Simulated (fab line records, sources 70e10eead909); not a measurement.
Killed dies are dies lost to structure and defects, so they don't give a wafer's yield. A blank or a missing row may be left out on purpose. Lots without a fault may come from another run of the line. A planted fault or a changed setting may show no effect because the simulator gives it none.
Chamber matching | flow nand_harc | NHARC_A_M0_DEP_32 on pecvd-04: 3 sister chambers
The step deposits SiCN, target thk 30 nm. 6 wafers are shown with their chamber, then 10 later ones without.

WAFERS WITH THEIR CHAMBER
wafer  | chamber | heater_power_w (W) | susceptor_temp_C (C)
L089.2 | 1       | 752                | 369.96
L092.1 | 2       | 511                | 370.06
L092.3 | 0       | 561                | 369.98
L092.5 | 0       | 564                | 370.21
L096.1 | 2       | 466                | 370.09
L096.3 | 1       | 697                | 369.88

WAFERS WITHOUT THEIR CHAMBER
wafer  | heater_power_w (W) | susceptor_temp_C (C)
L096.4 | 472                | 369.97
L094.2 | 748                | 369.92
L094.3 | 544                | 369.89
L094.4 | 743                | 370.19
L095.2 | 755                | 369.99
L095.4 | 593                | 369.96
L095.5 | 750                | 369.80
L097.3 | 760                | 370.19
L097.4 | 624                | 369.88
L097.6 | 756                | 369.92

WHICH CHAMBER EACH WENT THROUGH
wafer  | from the rows above     | in truth
L096.4 | 2                       | 2
L094.2 | 1                       | 1
L094.3 | can't be placed: 0 or 2 | 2
L094.4 | 1                       | 1
L095.2 | 1                       | 1
L095.4 | 0                       | 0
L095.5 | 1                       | 1
L097.3 | 1                       | 1
L097.4 | can't be placed: 0 or 1 | 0
L097.6 | 1                       | 1
Placed correctly: 8 of 10. Can't be placed from these rows: 2 (the true chamber is among the candidates in 2). Placed wrongly: 0.
How it was worked out, from the rows above alone: a wafer's distance from a chamber is the root of the sum, over the readings, of the square of ((its reading less the chamber's mean) divided by the reading's scatter). The wafer belongs to the nearest chamber; if the next one is less than 2 further off, it can't be placed. A chamber's mean is the mean of its shown wafers. The scatter: the root of (the sum of the squares of (reading less its chamber's mean) over the shown wafers, divided by (wafers less chambers)).
